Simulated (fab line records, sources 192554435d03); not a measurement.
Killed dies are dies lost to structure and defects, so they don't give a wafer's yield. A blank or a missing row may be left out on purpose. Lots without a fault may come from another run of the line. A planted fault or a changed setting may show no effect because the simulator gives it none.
fab line records | flow n5_finfet
record lots=7 wafers=21
route steps=1938 shown BEOL_M10@1474 BEOL_M11@1587 BEOL_M12@1649 BEOL_M13@1685
start_h: hours from the record's first day to the start of the lot's first wafer shown | wait_h: hours since the lot's step before | " the same as in the row above | L1.1+2: a row that stands for several wafers | - no value, or no start given | * or withheld: withheld | < > ~ a bound
route shown NAME@n: a module of which the file shows steps, and the number in the route of the first | usual: mean/standard deviation of fault-free wafers | same: alike in all rows | chamber/n: place in a boat | sites: the reading at each site | _std_site: their standard deviation | _edge_site: outer sites' mean less inner sites' | radius_mm: how far each site lies from the wafer's centre | mask NAME#n: copy n | behind: the tool/chamber that last shaped the wafer | hold: why the lot was held/for how many hours/how that ended | device: the transistor (n, p or np) that didn't switch | end of line: the same wafers' tests at the end of the route | a step without rows: its recipe alone | killed: dies lost to structure and defects at the first sort, not the wafer's yield | map: a wafer's dies, x killed, . not, _ none there
set.NAME: the setting as run; set.NAME@STEP: as run at that earlier step | model.NAME: the simulator's own value behind a step, which no gauge read
lots whose settings were changed on purpose; a table a step, a row a wafer
## steps
# step N5_BEOL_M10_HM_DEP_02
# recipe material=TiN target_thk_a=200 temp_c=25 chamber_pressure_pa=0.49996
# columns lot.wafer tool chamber start_h wait_h set.target_thk_a model.TiN_of_BEOL_M10_HM_DEP_02.thk_nm
L080.1+4+5 pvd_sputter-02 - 271.26 0.5 200 19.8
L083.1+4+5 pvd_sputter-02 - 304.13 2.1 200 20.4
L085.3+6 pvd_sputter-01 - 304.50 0.9 200 20.2
L085.5 " - " " 180.7 18.2
L088.1 pvd_sputter-03 - 328.88 0.6 200 20
L088.2 " - " " 200 20.2
L088.6 " - " " 210.8 21.2
L087.1+6 pvd_sputter-03 - 330.86 1.6 200 19.8
L087.2 " - " " 200 19.6
L095.1 pvd_sputter-03 - 362.97 1.0 184.9 18.6
L095.3 " - " " 184.9 18.2
L095.4 " - " " 200 19.8
L096.3 pvd_sputter-03 - 378.38 2.4 200 20
L096.5 " - " " 188.5 18.8
L096.6 " - " " 200 19.8
# step N5_BEOL_M10_COAT_59
# recipe resist=SOC temp_c=250 time_s=60 spin_rpm=1500 resist_thk_nm=100
# step N5_BEOL_M10_COAT_60
# recipe resist=SiARC temp_c=220 time_s=60 spin_rpm=1500 resist_thk_nm=30
# step N5_BEOL_M10_STRIP_68
# recipe chemistry=N2/H2 temp_c=40 n2_flow_sccm=200 h2_flow_sccm=200 rf_frequency_hz=6e+07
# step N5_BEOL_M10_STRIP_67
# recipe chemistry=CF4 resist=SiARC power_w=300 bias_power_w=75 pressure_mtorr=50 cf4_flow_sccm=150 rf_frequency_hz=6e+07
# step N5_BEOL_M10_HM_OPEN_17
# recipe chemistry=Cl2/BCl3 target_depth_a=200 overetch_a=60 target=TiN mask_material=SOC ion_energy_ev=150 pressure_mtorr=10 icp_w=1000 bias_w=126 Cl2_flow_sccm=53.25 bcl3_flow_sccm=21.75 Ar_flow_sccm=25
# columns lot.wafer tool chamber start_h wait_h set.target_thk_a@BEOL_M10_HM_DEP_02 model.etch.depth_nm
L080.1 rie_metal-03 1 271.99 0.0 200 19.76
L080.4 " 0 " " 200 19.74
L080.5 " 1 " " 200 19.88
L083.1 rie_metal-03 1 305.05 0.0 200 20.43
L083.4 " 0 " " 200 20.5
L083.5 " 1 " " 200 20.34
L085.3 rie_metal-02 1 305.33 0.1 200 20.11
L085.5 " 0 " " 180.7 18.3
L085.6 " 1 " " 200 20.12
L088.1 rie_metal-03 0 329.61 0.0 200 19.95
L088.2 " 1 " " 200 20.17
L088.6 " 1 " " 210.8 21.19
L087.1 rie_metal-01 0 331.59 0.0 200 19.72
L087.2 " 1 " " 200 19.67
L087.6 " 1 " " 200 19.77
L095.1 rie_metal-01 0 364.02 0.0 184.9 18.56
L095.3 " 0 " " 184.9 18.18
L095.4 " 0 " " 200 19.86
L096.3 rie_metal-03 1 379.36 0.1 200 20.04
L096.5 " 1 " " 188.5 18.83
L096.6 " 0 " " 200 19.84
# step N5_BEOL_M10_PEB_26
# recipe peb_temp_c=withheld peb_time_s=60 resist=CAR-ArF
# columns lot.wafer tool chamber start_h wait_h set.peb_time_s
L080.1+4+5 litho_track-03 0 273.95 0.1 60
L083.1+4+5 litho_track-03 0 309.34 0.1 60
L085.3+6 litho_track-05 0 309.51 0.0 52.64
L085.5 " 0 " " 60
L088.1+2+6 litho_track-01 0 330.67 0.1 60
L087.1+6 litho_track-03 0 332.25 0.1 60
L087.2 " 0 " " 55.59
L095.1+3+4 litho_track-05 0 364.99 0.1 60
L096.3 litho_track-05 0 381.36 0.0 68.81
L096.5+6 " 0 " " 60
# step N5_BEOL_M10_DEVELOP_27
# recipe develop_time_s=30 developer=TMAH resist=CAR-ArF rinse_liquid=diw dry=air_spin dev_temp_c=23
# step N5_BEOL_M10_CD_MEAS_28
# recipe target_cd_nm=70 landing_energy_ev=500 detector=se_inlens polarity=opening
# usual cd_nm=69.9/1
# columns lot.wafer tool chamber start_h wait_h set.peb_time_s@BEOL_M10_PEB_26 cd_nm
L080.1 cd_sem-03 0 274.02 - 60 70.8
L080.4 " 0 " " 60 70.9
L080.5 " 0 " " 60 70.8
L083.1 cd_sem-01 0 309.40 - 60 69.1
L083.4 " 0 " " 60 69.7
L083.5 " 0 " " 60 68.8
L085.3 cd_sem-03 0 309.58 - 52.64 64.2
L085.5 " 0 " " 60 69.5
L085.6 " 0 " " 52.64 61.9
L088.1 cd_sem-02 0 330.74 - 60 69.8
L088.2 " 0 " " 60 70.8
L088.6 " 0 " " 60 68.8
L087.1 cd_sem-01 0 332.32 - 60 68.5
L087.2 " 0 " " 55.59 65.3
L087.6 " 0 " " 60 68.7
L095.1 cd_sem-03 0 365.06 - 60 69.5
L095.3 " 0 " " 60 70.1
L095.4 " 0 " " 60 68.2
L096.3 cd_sem-01 0 381.43 - 68.81 75.3
L096.5 " 0 " " 60 70.9
L096.6 " 0 " " 60 70.6
# step N5_BEOL_M10_VIA_ETCH_34
# recipe chemistry=C4F6/O2 target=SiCOH_lowk target_depth_a=1845 mask_material=SOC taper_deg=4 time_s=69.2 ion_energy_ev=250 pressure_mtorr=30 source_w=345 bias_w=185 Ar_flow_sccm=300 C4F6_flow_sccm=10 O2_flow_sccm=10
# columns lot.wafer tool chamber start_h wait_h set.bias_w
L080.1+4+5 rie_diel-06 3,2,1 274.31 0.0 185
L083.1 rie_diel-06 3 309.73 0.0 185
L083.4+5 " 1,0 " " 167.9
L085.3+5 rie_diel-01 0,1 310.24 0.0 173.2
L085.6 " 0 " " 185
L088.1+2+6 rie_diel-01 1,0,2 331.04 0.0 185
L087.1+2+6 rie_diel-03 3,0,0 332.61 0.0 185
L095.1+4 rie_diel-03 2 365.80 0.0 172.4
L095.3 " 3 " " 185
L096.3+6 rie_diel-06 0,2 381.72 0.0 185
L096.5 " 1 " " 201.7
# step N5_BEOL_M10_STRIP_73
# recipe chemistry=C4F6/O2 resist=SiARC rf_frequency_hz=6e+07
# step N5_BEOL_M10_STRIP_36
# recipe chemistry=N2/H2 power_w=450 temp_c=40 pressure_mtorr=20 rf_frequency_hz=6e+07 overash_fraction=0.3 bias_power_w=7 h2_frac=0.5 n2_flow_sccm=200 h2_flow_sccm=200
# step N5_BEOL_M10_TRENCH_ETCH_37
# recipe chemistry=C4F6/O2 target_depth_a=1488.3 target=SiCOH_lowk time_s=48 ion_energy_ev=250 pressure_mtorr=30 source_w=345 bias_w=185 Ar_flow_sccm=300 C4F6_flow_sccm=10 O2_flow_sccm=10
# columns lot.wafer tool chamber start_h wait_h set.target_thk_a@BEOL_M10_HM_DEP_02 model.TiN_of_BEOL_M10_HM_DEP_02.thk_nm
L080.1+5 rie_diel-06 3,1 - - 200 15.6
L080.4 " 2 " " 200 15.4
L083.1+4+5 rie_diel-06 3,1,0 - - 200 16.2
L085.3+6 rie_diel-01 0 - - 200 15.8
L085.5 " 1 " " 180.7 14.2
L088.1+2 rie_diel-01 1,0 - - 200 16
L088.6 " 2 " " 210.8 17.2
L087.1+2+6 rie_diel-03 3,0,0 - - 200 15.6
L095.1 rie_diel-03 2 - - 184.9 14.4
L095.3 " 3 " " 184.9 14.2
L095.4 " 2 " " 200 15.8
L096.3 rie_diel-06 0 - - 200 16
L096.5 " 1 " " 188.5 14.6
L096.6 " 2 " " 200 15.6
# step N5_BEOL_M11_CURE_72
# recipe temp_c=370 time_s=120 ambient=DMADMS/He material=SiCOH_lowk
# usual lamp_power_pct=52.31/0.053
# columns lot.wafer tool chamber start_h wait_h set.time_s lamp_power_pct
L080.1 uv_cure-01 2 282.30 0.0 120 52.31
L080.4 " 2 " " 120 52.30
L080.5 " 2 " " 120 52.32
L083.1 uv_cure-03 2 317.07 0.0 97.55 52.27
L083.4 " 2 " " 120 52.30
L083.5 " 2 " " 97.55 52.39
L085.3 uv_cure-03 2 317.79 0.1 145.2 51.14
L085.5 " 2 " " 120 52.21
L085.6 " 2 " " 145.2 51.20
L088.1 uv_cure-03 2 341.23 0.0 120 52.31
L088.2 " 2 " " 145.7 51.20
L088.6 " 2 " " 120 52.41
L087.1 uv_cure-03 0 342.84 0.0 120 52.25
L087.2 " 0 " " 144.6 51.35
L087.6 " 0 " " 144.6 51.43
L095.1 uv_cure-02 0 378.37 0.0 120 52.34
L095.3 " 0 " " 135.1 51.65
L095.4 " 0 " " 120 52.35
L096.3 uv_cure-01 1 389.94 0.1 143.7 51.28
L096.5 " 1 " " 143.7 51.25
L096.6 " 1 " " 120 52.23
# step N5_BEOL_M12_SPUTTER_44
# recipe material=Ta target_thk_a=100 temp_c=50 bias_v=80 power_w=15000 chamber_pressure_pa=0.07 time_s=16.13
# columns lot.wafer tool chamber start_h wait_h set.time_s model.Ta_of_BEOL_M12_SPUTTER_44.thk_nm
L080.1+5 pvd_sputter-02 - 296.77 0.0 16.13 10
L080.4 " - " " 16.13 9.8
L083.1 pvd_sputter-01 - 326.33 0.0 17.31 10.4
L083.4 " - " " 16.13 9.8
L083.5 " - " " 17.31 10.8
L085.3+6 pvd_sputter-03 - 326.48 0.0 16.13 10
L085.5 " - " " 16.13 9.8
L088.1+2 pvd_sputter-02 - 349.20 0.0 16.13 9.8
L088.6 " - " " 14.08 8.4
L087.1 pvd_sputter-01 - 350.66 0.0 14.38 8.6
L087.2+6 " - " " 16.13 10
L095.1+3+4 pvd_sputter-02 - 388.97 0.0 16.13 10
L096.3 pvd_sputter-01 - 396.20 0.0 18.25 11.2
L096.5 " - " " 18.25 10.8
L096.6 " - " " 16.13 9.6
# step N5_BEOL_M13_EXPOSE_25
# recipe mask_id=M13 na=0.93 source_shape=conventional sigma_outer=0.4 polarization=unpolarized target_cd_nm=210 dose_mj=22
# columns lot.wafer tool chamber start_h wait_h mask set.dose_mj
L080.1+4+5 krf_scanner-01 0 300.38 - M13#0 22
L083.1+4+5 krf_scanner-01 0 329.18 - M13#0 22
L085.3+5 krf_scanner-01 0 329.26 - M13#0 22
L085.6 " 0 " " M13#0 22.47
L088.1 krf_scanner-01 0 351.69 - M13#0 20.66
L088.2+6 " 0 " " M13#0 22
L087.1+2+6 krf_scanner-01 0 353.21 - M13#0 22
L095.1+3+4 krf_scanner-01 0 391.59 - M13#0 22
L096.3 krf_scanner-02 0 399.20 - M13#0 21.32
L096.5+6 " 0 " " M13#0 22
# step N5_BEOL_M13_PEB_26
# recipe peb_temp_c=130 peb_time_s=90
# step N5_BEOL_M13_DEVELOP_27
# recipe develop_time_s=45 rinse_liquid=diw dry=air_spin dev_temp_c=21
# step N5_BEOL_M13_DESCUM_33
# recipe chemistry=O2 time_s=7.9 source_power_w=50 bias_power_w=20 pressure_mtorr=20 rf_frequency_hz=2.712e+07 temp_c=40 o2_flow_sccm=225
# columns lot.wafer tool chamber start_h wait_h set.dose_mj@BEOL_M13_EXPOSE_25 model.BEOL_M13.cd_nm
L080.1 rie_diel-04 3 300.71 0.1 22 211.6
L080.4 " 2 " " 22 210.4
L080.5 " 2 " " 22 210
L083.1 rie_diel-02 2 329.83 0.4 22 212.6
L083.4 " 0 " " 22 211
L083.5 " 0 " " 22 210.8
L085.3 rie_diel-02 3 330.37 0.9 22 211.8
L085.5 " 2 " " 22 211.2
L085.6 " 1 " " 22.47 213.6
L088.1 rie_diel-02 0 351.95 0.0 20.66 203
L088.2 " 2 " " 22 208
L088.6 " 1 " " 22 209
L087.1 rie_diel-04 0 353.47 0.0 22 210.2
L087.2 " 2 " " 22 210.6
L087.6 " 2 " " 22 209
L095.1 rie_diel-02 3 391.85 0.0 22 207
L095.3 " 1 " " 22 206.2
L095.4 " 3 " " 22 206.8
L096.3 rie_diel-04 1 399.64 0.2 21.32 206.4
L096.5 " 2 " " 22 208.6
L096.6 " 3 " " 22 207.2
# step N5_BEOL_M13_ETCH_67
# recipe chemistry=CF4 target=SiARC target_depth_a=1430 time_s=238.3 ion_energy_ev=80 pressure_mtorr=40 source_w=545 bias_w=36 Ar_flow_sccm=100 cf4_flow_sccm=100 ends=cleared
# columns lot.wafer tool chamber start_h wait_h set.dose_mj@BEOL_M13_EXPOSE_25 model.BEOL_M13.cd_nm
L080.1 rie_diel-04 3 300.75 0.0 22 211.8
L080.4 " 2 " " 22 211.4
L080.5 " 2 " " 22 210.4
L083.1 rie_diel-02 2 329.86 0.0 22 213
L083.4+5 " 0 " " 22 211
L085.3 rie_diel-02 3 330.41 0.0 22 211.8
L085.5 " 2 " " 22 211.4
L085.6 " 1 " " 22.47 214.6
L088.1 rie_diel-02 0 351.98 0.0 20.66 203.2
L088.2 " 2 " " 22 208
L088.6 " 1 " " 22 209.8
L087.1 rie_diel-04 0 353.51 0.0 22 210.4
L087.2 " 2 " " 22 210.8
L087.6 " 2 " " 22 209.2
L095.1+3 rie_diel-02 3,1 391.89 0.0 22 206.4
L095.4 " 3 " " 22 206.8
L096.3 rie_diel-04 1 399.67 0.0 21.32 206.2
L096.5 " 2 " " 22 209.2
L096.6 " 3 " " 22 207.6
# step N5_BEOL_M13_ETCH_68
# recipe chemistry=N2/H2 target=SOC mask_material=SiARC source_w=3000 bias_w=350 temp_c=40 time_s=355 ion_energy_ev=200 pressure_mtorr=30 n2_flow_sccm=200 h2_flow_sccm=200
# columns lot.wafer tool chamber start_h wait_h set.dose_mj@BEOL_M13_EXPOSE_25 model.BEOL_M13.cd_nm
L080.1+5 rie_diel-04 3,2 300.90 0.1 22 211
L080.4 " 2 " " 22 212.8
L083.1 rie_diel-02 2 330.01 0.1 22 213.6
L083.4 " 0 " " 22 212.4
L083.5 " 0 " " 22 211.6
L085.3 rie_diel-02 3 330.55 0.1 22 211.8
L085.5 " 2 " " 22 210.8
L085.6 " 1 " " 22.47 213.8
L088.1 rie_diel-02 0 352.13 0.1 20.66 204
L088.2 " 2 " " 22 209.2
L088.6 " 1 " " 22 210.8
L087.1 rie_diel-04 0 353.65 0.1 22 210.4
L087.2 " 2 " " 22 211.8
L087.6 " 2 " " 22 209.8
L095.1 rie_diel-02 3 392.03 0.1 22 206.6
L095.3 " 1 " " 22 206.8
L095.4 " 3 " " 22 205.8
L096.3 rie_diel-04 1 399.82 0.1 21.32 206
L096.5 " 2 " " 22 208.6
L096.6 " 3 " " 22 209.6
## key
split step=N5_BEOL_M10_HM_DEP_02 setting=target_thk_a stated=200 by=wafer
response step=N5_BEOL_M10_HM_DEP_02 reading=model.TiN_of_BEOL_M10_HM_DEP_02.thk_nm change=+0.198 per=1% r=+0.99
response step=N5_BEOL_M10_HM_OPEN_17 reading=model.etch.depth_nm change=+0.195 per=1% r=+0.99
response step=N5_BEOL_M10_TRENCH_ETCH_37 reading=model.TiN_of_BEOL_M10_HM_DEP_02.thk_nm change=+0.189 per=1% r=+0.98
split step=N5_BEOL_M10_PEB_26 setting=peb_time_s stated=60 by=wafer
response step=N5_BEOL_M10_CD_MEAS_28 reading=cd_nm change=+0.407 per=1% r=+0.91
split step=N5_BEOL_M10_VIA_ETCH_34 setting=bias_w stated=185 by=wafer
response none clear
split step=N5_BEOL_M11_CURE_72 setting=time_s stated=120 by=wafer
response step=N5_BEOL_M11_CURE_72 reading=lamp_power_pct change=* per=1% r=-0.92
split step=N5_BEOL_M12_SPUTTER_44 setting=time_s stated=16.13 by=wafer
response step=N5_BEOL_M12_SPUTTER_44 reading=model.Ta_of_BEOL_M12_SPUTTER_44.thk_nm change=+0.113 per=1% r=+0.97
split step=N5_BEOL_M13_EXPOSE_25 setting=dose_mj stated=22 by=wafer
response step=N5_BEOL_M13_DESCUM_33 reading=model.BEOL_M13.cd_nm change=+0.832 per=1% r=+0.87
response step=N5_BEOL_M13_ETCH_67 reading=model.BEOL_M13.cd_nm change=+0.936 per=1% r=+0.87
response step=N5_BEOL_M13_ETCH_68 reading=model.BEOL_M13.cd_nm change=+1 per=1% r=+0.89
